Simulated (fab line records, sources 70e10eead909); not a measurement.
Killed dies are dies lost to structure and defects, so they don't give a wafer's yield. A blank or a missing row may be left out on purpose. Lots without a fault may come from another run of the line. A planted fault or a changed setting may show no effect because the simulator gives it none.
Chamber matching | flow nand_harc | NHARC_A_STAIRCASE_ETCH_169 on rie_diel-08: 4 sister chambers
The step etches the open film in CH3F/O2, target depth 50 nm, time 107.1 s. 4 wafers are shown with their chamber, then 9 later ones without.

WAFERS WITH THEIR CHAMBER
wafer  | chamber | drypump_motor_current_A (A)
L084.5 | 3       | 5.9
L087.1 | 2       | 6.2
L087.2 | 1       | 5.6
L087.6 | 0       | 5.5

WAFERS WITHOUT THEIR CHAMBER
wafer  | drypump_motor_current_A (A)
L094.2 | 5.4
L094.5 | 5.7
L094.6 | 5.4
L095.1 | 5.9
L095.2 | 5.7
L095.6 | 5.5
L097.1 | 6.2
L097.3 | 5.6
L097.4 | 5.5

WHICH CHAMBER EACH WENT THROUGH
wafer  | from the rows above          | in truth
L094.2 | can't be placed: 0 or 1      | 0
L094.5 | can't be placed: 1 or 0 or 3 | 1
L094.6 | can't be placed: 0 or 1      | 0
L095.1 | 3                            | 3
L095.2 | can't be placed: 1 or 0 or 3 | 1
L095.6 | can't be placed: 0 or 1      | 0
L097.1 | 2                            | 2
L097.3 | can't be placed: 1 or 0      | 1
L097.4 | can't be placed: 0 or 1      | 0
Placed correctly: 2 of 9. Can't be placed from these rows: 7 (the true chamber is among the candidates in 7). Placed wrongly: 0.
How it was worked out, from the rows above alone: a wafer's distance from a chamber is the root of the sum, over the readings, of the square of ((its reading less the chamber's mean) divided by the reading's scatter). The wafer belongs to the nearest chamber; if the next one is less than 2 further off, it can't be placed. A chamber's mean is the mean of its shown wafers. The scatter: with one shown wafer a chamber, the root of the mean of the squares of how far each hidden wafer lies from its nearest shown one.
